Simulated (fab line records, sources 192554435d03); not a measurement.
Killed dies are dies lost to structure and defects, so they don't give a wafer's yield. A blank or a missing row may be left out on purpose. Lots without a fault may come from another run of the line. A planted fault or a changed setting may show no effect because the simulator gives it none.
fab line records | flow n5_finfet
record lots=7 wafers=39
route steps=1938 shown FIN_SAQP@120 HKMG_FIN@438 GATE_CUT@466
start_h: hours from the record's first day to the start of the lot's first wafer shown | wait_h: hours since the lot's step before | " the same as in the row above | L1.1+2: a row that stands for several wafers | - no value, or no start given | * or withheld: withheld | < > ~ a bound
route shown NAME@n: a module of which the file shows steps, and the number in the route of the first | usual: mean/standard deviation of fault-free wafers | same: alike in all rows | chamber/n: place in a boat | sites: the reading at each site | _std_site: their standard deviation | _edge_site: outer sites' mean less inner sites' | radius_mm: how far each site lies from the wafer's centre | mask NAME#n: copy n | behind: the tool/chamber that last shaped the wafer | hold: why the lot was held/for how many hours/how that ended | device: the transistor (n, p or np) that didn't switch | end of line: the same wafers' tests at the end of the route | a step without rows: its recipe alone | killed: dies lost to structure and defects at the first sort, not the wafer's yield | map: a wafer's dies, x killed, . not, _ none there
set.NAME: the setting as run; set.NAME@STEP: as run at that earlier step | model.NAME: the simulator's own value behind a step, which no gauge read
lots whose settings were changed on purpose; a table a step, a row a wafer
## steps
# step N5_FIN_SAQP_MANDREL_ETCH_22
# recipe target_depth_a=600 chemistry=HBr/Cl2 target=a-Si stop_on=SiNx bt_time_s=10 over_etch_frac=0.5 time_s=30 pressure_mtorr=10 icp_w=800 bias_w=75 HBr_flow_sccm=150 Cl2_flow_sccm=80 ends=end_point
# columns lot.wafer tool chamber start_h wait_h set.target_depth_a model.SOC_of_FIN_SAQP_COAT_49.thk_nm
L076.1 rie_si-02 0 35.11 0.0 600 76.19
L076.2 " 3 " " 600 76.38
L076.3 " 2 " " 600 76.97
L076.4 " 3 " " 600 76.47
L076.5 " 2 " " 600 76.57
L076.6 " 0 " " 600 76.36
L079.1 rie_si-03 0 54.34 0.0 600 76.36
L079.2 " 3 " " 600 76.65
L079.3 " 2 " " 600 76.03
L079.4 " 1 " " 600 76.16
L079.5 " 3 " " 600 76.67
L079.6 " 0 " " 600 76.2
L080.1 rie_si-03 0 61.50 0.0 654.3 73.99
L080.2 " 2 " " 600 75.91
L080.3 " 1 " " 600 76.81
L080.4 " 3 " " 600 76.77
L080.5 " 2 " " 654.3 73.81
L080.6 " 3 " " 654.3 74.85
L081.1 rie_si-04 2 65.54 0.0 600 76.87
L081.2 " 1 " " 642.4 74.38
L081.3 " 3 " " 600 76.65
L081.4 " 0 " " 642.4 75.22
L081.5 " 2 " " 600 76.81
L081.6 " 3 " " 642.4 74.88
L083.1 rie_si-04 2 75.90 0.0 600 77
L083.2 " 3 " " 600 76.67
L083.3 " 1 " " 563.9 77.59
L083.4 " 0 " " 563.9 77.74
L083.5 " 1 " " 563.9 77.62
L083.6 " 2 " " 600 76.73
L085.3 rie_si-02 3 89.01 0.0 600 76.29
L085.5 " 1 " " 600 76.36
L085.6 " 0 " " 600 76.54
L087.1 rie_si-02 1 101.40 0.0 600 76.9
L087.2 " 3 " " 600 77.34
L087.3 " 0 " " 600 76.69
L087.4 " 2 " " 600 77.19
L087.5 " 1 " " 600 77.41
L087.6 " 2 " " 600 76.68
# step N5_HKMG_FIN_ETCH_35
# recipe chemistry=N2/H2 target=SOC target_depth_a=2158 ion_energy_ev=65 bias_w=5 source_w=3000 time_s=243.4 pressure_mtorr=30 n2_flow_sccm=200 h2_flow_sccm=200
# usual rf_vpp_V=141.5/0.93
# columns lot.wafer tool chamber start_h wait_h set.source_w rf_vpp_V model.SOC_of_HKMG_FIN_COAT_29.thk_nm model.etch.depth_nm model.HKMG_FIN.feature_depth_nm
L076.1 rie_diel-03 3 86.08 0.0 2841 145.8 96.6 203.3 203.4
L076.2 " 2 " " 3000 141.4 85.2 215.2 215.2
L076.3 " 0 " " 2841 143.8 88.8 210.7 210.6
L076.4 " 1 " " 3000 140.9 85.4 214.4 214.4
L076.5 " 3 " " 2841 146.3 96.6 203 203
L076.6 " 0 " " 3000 140.9 80.2 220.6 220.6
L079.1 rie_diel-04 2 107.65 0.0 3000 142.0 83.4 215.4 215.4
L079.2 " 0 " " 3000 141.5 85.8 213.1 213.2
L079.3 " 1 " " 3000 140.3 81 217.4 217.4
L079.4 " 3 " " 3000 141.3 89 210.3 210.4
L079.5 " 2 " " 3000 142.2 85.4 213.9 213.8
L079.6 " 3 " " 3000 142.6 89.6 209.9 210
L080.1 rie_diel-02 2 116.28 0.0 3399 136.2 58 241.2 241.2
L080.2 " 0 " " 3399 134.1 60.4 238.2 238.2
L080.3 " 1 " " 3000 142.3 93.2 205.9 206
L080.4 " 3 " " 3000 141.2 79.2 220.2 220.2
L080.5 " 2 " " 3399 134.8 58.8 241.3 241.2
L080.6 " 1 " " 3000 141.4 92.6 206.5 206.6
L081.1 rie_diel-04 0 120.55 0.0 3512 133.5 56.6 242.4 242.4
L081.2 " 1 " " 3512 134.9 54.6 244.4 244.4
L081.3 " 2 " " 3512 133.7 56.6 242.4 242.4
L081.4 " 3 " " 3000 142.2 92 207.4 207.4
L081.5 " 3 " " 3000 142.0 90.8 207.6 207.6
L081.6 " 0 " " 3000 140.6 87.8 211.5 211.4
L083.1 rie_diel-04 0 129.66 0.0 3000 140.8 87.8 212.9 212.8
L083.2 " 1 " " 3000 141.0 86 216.5 216.4
L083.3 " 3 " " 3000 140.6 92.2 209.3 209.4
L083.4 " 2 " " 3000 141.3 86 216.3 216.4
L083.5 " 0 " " 3000 140.4 86.8 214.8 214.8
L083.6 " 3 " " 3000 141.9 92.2 208.9 209
L085.3 rie_diel-02 1 141.04 0.0 3000 143.3 92.8 206 206
L085.5 " 2 " " 3000 140.4 82 216.8 216.8
L085.6 " 3 " " 3000 141.4 76 222.8 222.8
L087.1 rie_diel-04 1 154.24 0.0 3150 140.0 76 225.1 225
L087.2 " 3 " " 3150 138.8 79.4 221.9 221.8
L087.3 " 0 " " 3000 142.0 88.4 212.6 212.6
L087.4 " 3 " " 3000 140.7 91.2 209.4 209.4
L087.5 " 0 " " 3000 140.6 87.4 213.6 213.6
L087.6 " 1 " " 3150 138.2 76.4 224.5 224.6
# step N5_HKMG_FIN_ETCH_67
# recipe chemistry=N2/H2 target=SOC target_depth_a=3889 stop_on=TiN ion_energy_ev=100 bias_w=61 pressure_mtorr=30 source_w=850 n2_flow_sccm=200 h2_flow_sccm=200
# columns lot.wafer tool chamber start_h wait_h set.target_depth_a model.SOC_of_HKMG_FIN_COAT_66.thk_nm
L076.1 rie_diel-04 0 88.18 - 3519 43.8
L076.2 " 1 " " 3519 39.2
L076.3 " 2 " " 3889 12.8
L076.4 " 3 " " 3889 24.8
L076.5 " 3 " " 3519 49.2
L076.6 " 0 " " 3889 17.6
L079.1+2+5 rie_diel-04 3,0,2 109.81 - 4263 8.2
L079.3 " 2 " " 3889 17.4
L079.4 " 1 " " 3889 16.2
L079.6 " 1 " " 3889 11.4
L080.1 rie_diel-04 0 118.38 - 3654 34.2
L080.2 " 3 " " 3889 24.4
L080.3 " 1 " " 3654 31
L080.4 " 2 " " 3654 32.6
L080.5 " 1 " " 3889 11.8
L080.6 " 0 " " 3889 16.4
L081.1 rie_diel-04 0 122.81 - 3889 20.2
L081.2 " 3 " " 3577 47
L081.3 " 1 " " 3577 38.2
L081.4 " 2 " " 3889 16.6
L081.5 " 3 " " 3889 25.2
L081.6 " 0 " " 3577 43
L083.1 rie_diel-03 2 131.79 - 3889 19.8
L083.2 " 0 " " 3889 9
L083.3+4 " 3,2 " " 3889 22.2
L083.5 " 0 " " 3889 10
L083.6 " 3 " " 3889 20.6
L085.3 rie_diel-04 0 143.14 - 3889 18
L085.5 " 0 " " 3889 19
L085.6 " 1 " " 3889 13
L087.1 rie_diel-04 0 156.49 - 3889 21.8
L087.2 " 3 " " 3521 52.8
L087.3 " 1 " " 3889 14.6
L087.4 " 0 " " 3521 49.4
L087.5 " 1 " " 3521 41.8
L087.6 " 3 " " 3889 23
# step N5_GATE_CUT_ETCH_56
# recipe chemistry=Cl2/Ar target=TiN target_depth_a=216 pressure_mtorr=10 icp_w=600 bias_w=60 Cl2_flow_sccm=40 Ar_flow_sccm=60
# columns lot.wafer tool chamber start_h wait_h set.bias_w model.etch.depth_nm
L076.1 rie_metal-03 0 90.36 0.1 60 21.98
L076.2 " 1 " " 65.09 22.88
L076.3 " 0 " " 65.09 22.66
L076.4 " 1 " " 65.09 22.84
L076.5 " 0 " " 60 21.95
L076.6 " 1 " " 60 22
L079.1 rie_metal-01 1 112.08 0.2 70.42 23.48
L079.2 " 1 " " 60 21.85
L079.3 " 1 " " 70.42 23.45
L079.4 " 1 " " 60 21.98
L079.5 " 1 " " 70.42 23.47
L079.6 " 1 " " 60 22.06
L080.1 rie_metal-01 1 120.64 0.2 60 22.25
L080.2 " 1 " " 60 22.1
L080.3 " 1 " " 60 22.27
L080.4 " 1 " " 60 22.31
L080.5 " 1 " " 60 21.98
L080.6 " 1 " " 60 22.13
L081.1 rie_metal-03 1 124.96 0.1 60 22.34
L081.2 " 0 " " 60 21.87
L081.3 " 1 " " 49.47 20.59
L081.4 " 0 " " 49.47 20.31
L081.5 " 1 " " 60 22.31
L081.6 " 0 " " 49.47 20.38
L083.1 rie_metal-02 0 133.93 0.1 55.5 21.12
L083.2 " 1 " " 55.5 20.42
L083.3 " 1 " " 60 21.39
L083.4 " 0 " " 60 21.95
L083.5 " 1 " " 60 21.35
L083.6 " 0 " " 55.5 21.17
L085.3 rie_metal-01 0 145.31 0.1 60 22.04
L085.5 " 0 " " 60 21.94
L085.6 " 1 " " 60 22.02
L087.1 rie_metal-02 1 158.65 0.1 60 21
L087.2 " 0 " " 56.57 21.03
L087.3 " 0 " " 56.57 21.04
L087.4 " 1 " " 60 20.99
L087.5 " 1 " " 60 20.9
L087.6 " 0 " " 56.57 21.01
## key
split step=N5_FIN_SAQP_MANDREL_ETCH_22 setting=target_depth_a stated=600 by=wafer
response step=N5_FIN_SAQP_MANDREL_ETCH_22 reading=model.SOC_of_FIN_SAQP_COAT_49.thk_nm change=-0.236 per=1% r=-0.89
split step=N5_HKMG_FIN_ETCH_35 setting=source_w stated=3000 by=wafer
response step=N5_HKMG_FIN_ETCH_35 reading=rf_vpp_V change=-0.48 per=1% r=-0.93
response step=N5_HKMG_FIN_ETCH_35 reading=model.SOC_of_HKMG_FIN_COAT_29.thk_nm change=-2.09 per=1% r=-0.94
response step=N5_HKMG_FIN_ETCH_35 reading=model.etch.depth_nm change=+2.1 per=1% r=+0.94
response step=N5_HKMG_FIN_ETCH_35 reading=model.HKMG_FIN.feature_depth_nm change=+2.1 per=1% r=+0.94
split step=N5_HKMG_FIN_ETCH_67 setting=target_depth_a stated=3889 by=wafer
response step=N5_HKMG_FIN_ETCH_67 reading=model.SOC_of_HKMG_FIN_COAT_66.thk_nm change=-2.26 per=1% r=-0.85
split step=N5_GATE_CUT_ETCH_56 setting=bias_w stated=60 by=wafer
response step=N5_GATE_CUT_ETCH_56 reading=model.etch.depth_nm change=+0.0886 per=1% r=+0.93
